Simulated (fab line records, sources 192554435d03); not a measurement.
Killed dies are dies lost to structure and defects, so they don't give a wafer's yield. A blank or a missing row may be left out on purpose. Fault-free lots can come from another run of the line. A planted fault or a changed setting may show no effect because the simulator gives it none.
Matching of chambers || flow n5-finfet || pecvd-04 running N5_BEOL_M13_DEP_53: 3 sister chambers
The step deposits SiCN from 3MS/NH3, target thk 50 nm, time 17.8 s. 3 wafers are shown with their chamber, then 11 later ones without.

## WAFERS PAIRED WITH THEIR CHAMBERS
{"wafer": "L086.4", "chamber": 1, "throttle-valve-pct (%)": 17.8}
{"wafer": "L091.6", "chamber": 0, "throttle-valve-pct (%)": 19.0}
{"wafer": "L090.1", "chamber": 2, "throttle-valve-pct (%)": 16.8}

## WAFERS WITH NO CHAMBER GIVEN
{"wafer": "L090.3", "throttle-valve-pct (%)": 19.0}
{"wafer": "L090.5", "throttle-valve-pct (%)": 16.7}
{"wafer": "L093.3", "throttle-valve-pct (%)": 17.6}
{"wafer": "L093.4", "throttle-valve-pct (%)": 19.0}
{"wafer": "L093.6", "throttle-valve-pct (%)": 16.6}
{"wafer": "L092.3", "throttle-valve-pct (%)": 19.0}
{"wafer": "L092.4", "throttle-valve-pct (%)": 19.1}
{"wafer": "L092.6", "throttle-valve-pct (%)": 17.4}
{"wafer": "L096.1", "throttle-valve-pct (%)": 16.9}
{"wafer": "L096.5", "throttle-valve-pct (%)": 18.9}
{"wafer": "L096.6", "throttle-valve-pct (%)": 17.0}

## WHICH CHAMBER EACH WENT THROUGH
{"wafer": "L090.3", "from the rows above": 0, "in truth": 0}
{"wafer": "L090.5", "from the rows above": 2, "in truth": 2}
{"wafer": "L093.3", "from the rows above": 1, "in truth": 1}
{"wafer": "L093.4", "from the rows above": 0, "in truth": 0}
{"wafer": "L093.6", "from the rows above": 2, "in truth": 2}
{"wafer": "L092.3", "from the rows above": 0, "in truth": 0}
{"wafer": "L092.4", "from the rows above": 0, "in truth": 0}
{"wafer": "L092.6", "from the rows above": "can't be placed: 1 or 2", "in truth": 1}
{"wafer": "L096.1", "from the rows above": 2, "in truth": 2}
{"wafer": "L096.5", "from the rows above": 0, "in truth": 0}
{"wafer": "L096.6", "from the rows above": 2, "in truth": 2}
10 of 11 placed correctly. Can't be placed from these rows: 1 (the true chamber is among the candidates in 1). Wrongly placed: 0.
How it was worked out, from the rows above alone: a wafer's distance from a chamber is the root of the sum, over the readings, of the square of ((its reading less the chamber's mean) divided by the reading's scatter). The wafer belongs to the nearest chamber; if the next one is less than 2 further off, it can't be placed. Each chamber's mean is taken over the wafers shown for it. The scatter: with one shown wafer a chamber, the root of the mean of the squares of how far each hidden wafer lies from its nearest shown one.
